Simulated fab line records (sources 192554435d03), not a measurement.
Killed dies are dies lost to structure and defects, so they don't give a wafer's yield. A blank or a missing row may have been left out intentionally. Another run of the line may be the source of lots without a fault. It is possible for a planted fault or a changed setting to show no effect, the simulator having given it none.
A lot that was struck, set against a sound lot	flow n5-finfet	39 out of 1938 route steps
Sound: these wafers, L870.1, L870.5, L870.6. Wafers struck: L878.2, L878.3, L878.6. The cause comes at the end.
Each step with rows lists, per side, the tool, then ch with its chambers, then its first start. Under that, the readings that differ: sound wafers	struck wafers	difference of the means	sigmas: that difference in standard deviations of wafers without a fault.
alike: readings whose means differ by less than 2 such deviations, and words and numbers that are the same on both sides. not compared: withheld readings, readings that some wafer has no value for, bounds like >300 that may hide the same value, and numbers for which the record gives no deviation and whose values overlap.
A row with sigmas, a row that says differs or no value, or rows on one side alone: a step with any of these is where the two part. Numbers that don't overlap but have no deviation are shown without sigmas and don't part them. A reading that every wafer of one side lacks parts them only if that side has two wafers or more.

first, 11 steps without rows for these wafers: N5_BEOL_M0_ANNEAL_117 (time 60 s); N5_BEOL_M0_SPUTTER_132 (material Cu, target thk 4 nm, time 7.37 s); N5_BEOL_M0_ANNEAL_133 (time 60 s); N5_BEOL_M0_SPUTTER_134 (material Cu, target thk 4 nm, time 7.37 s); N5_BEOL_M0_ANNEAL_135 (time 60 s); N5_BEOL_M0_SPUTTER_141 (material Cu, target thk 4 nm, time 7.37 s); N5_BEOL_M0_ECD_118 (material Cu, target thk 300 nm); N5_BEOL_M0_ANNEAL_119 (time 90 s); N5_BEOL_M0_CMP_120 (polishes, stops on SiOC, t overpolish 6.9 s); N5_BEOL_M0_PRE_CLEAN_131 (time 15 s); N5_BEOL_M0_CO_CAP_123 (material Co, precursor CCTBA/H2, target thk 2 nm, time 102.1 s).
N5_BEOL_M0_PRE_CLEAN_124: time 15 s.
  sound on pecvd-02 ch 1,2, day 7 14:11; struck on pecvd-02 ch 0,1,2, day 9 10:39
  alike: rf-fwd-power-W
then, 1 step without rows for these wafers: N5_BEOL_M0_DEP_125 (deposits SiCN from 3MS/NH3, target thk 8 nm, time 14 s).
N5_BEOL_M0_INSPECT_127: inspects for defects (darkfield).
  sound on defect-inspect-02, day 7 14:20; struck on defect-inspect-02, day 9 10:46
reading	sound	struck	difference	sigmas
raw-defect-count	60 41 54	342 355 407	+316	+14
then, 12 steps without rows for these wafers: N5_BEOL_M1_ILD_DEP_00 (deposits SiOC from DEMS/O2, target thk 79 nm, time 15.3 s); N5_BEOL_M1_PECVD_72 (deposits SiO2 from TEOS/O2, target thk 16 nm, time 18 s); N5_BEOL_M1_HM_DEP_02 (deposits TiN, target thk 20 nm); N5_BEOL_M1_COAT_61 (time 60 s, resist thk 60 nm); N5_BEOL_M1_COAT_62 (time 60 s, resist thk 12 nm); N5_BEOL_M1_COAT_73 (time 60 s, resist thk 5 nm); N5_BEOL_M1_COAT_05 (resist thk 30 nm); N5_BEOL_M1_EBR_07; N5_BEOL_M1_SOFTBAKE_06 (time 60 s); N5_BEOL_M1_EXPOSE_08 (exposes mask M1); N5_BEOL_M1_PEB_09 (peb time 60 s); N5_BEOL_M1_DEVELOP_10 (develop time 30 s).
N5_BEOL_M1_INSPECT_13: inspects for defects (brightfield).
  sound on defect-inspect-02, day 7 15:32; struck on defect-inspect-02, day 9 13:23
reading	sound	struck	difference	sigmas
raw-defect-count	433 347 407	556 558 628	+185	+2
then, 9 steps without rows for these wafers: N5_BEOL_M1_DESCUM_16 (chemistry O2, time 7 s); N5_BEOL_M1_ETCH_74 (etches underlayer in N2/H2, target depth 6.5 nm, time 5.2 s); N5_BEOL_M1_ETCH_63 (etches SiARC in CF4, target depth 15.6 nm, time 26 s); N5_BEOL_M1_ETCH_64 (etches SOC in N2/H2, target depth 75 nm, overetch 15 nm, time 112.5 s); N5_BEOL_M1_STRIP_65 (strips in N2/H2); N5_BEOL_M1_STRIP_75 (strips in N2/H2); N5_BEOL_M1_STRIP_66 (strips in CF4); N5_BEOL_M1_HM_OPEN_17 (chemistry Cl2/BCl3, target TiN, target depth 20 nm, overetch 6 nm); N5_BEOL_M1_STRIP_19 (strips in O2).
N5_BEOL_M1_INSPECT_30: inspects for defects (brightfield).
  sound on defect-inspect-01, day 7 16:39; struck on defect-inspect-01, day 9 14:30
reading	sound	struck	difference	sigmas
raw-defect-count	472 381 432	583 570 653	+174	+2
-- record jumps: 2 days separate the struck wafers' starts on either side; left off in module BEOL_M1, taken up again in module BEOL_M4, whose first shown step is the route's number 1111 --
N5_BEOL_M4_RC_MEAS_101:
  sound on prober-01 ch 0, day 10 15:33; struck on prober-01 ch 0, day 12 00:03
  alike: DIBL_N, DIBL_P, IOFF_N, IOFF_P, ION_N, ION_P, SS_N, SS_P, VT_N, VT_P
-- a jump in the record: the struck wafers' starts before and after are 5 days apart (it breaks off in module BEOL_M4 and resumes in module PASSIVATION, where the first step shown is number 1936 of the route) --
N5_PASSIVATION_PROBE_49:
  only the struck wafers here have rows in the record (prober-01, day 16 12:37); the sound ones have none

== WHERE THEY PART ==
First at N5_BEOL_M0_INSPECT_127; last, within this record, at N5_PASSIVATION_PROBE_49.

WHY: whatever the simulator had introduced
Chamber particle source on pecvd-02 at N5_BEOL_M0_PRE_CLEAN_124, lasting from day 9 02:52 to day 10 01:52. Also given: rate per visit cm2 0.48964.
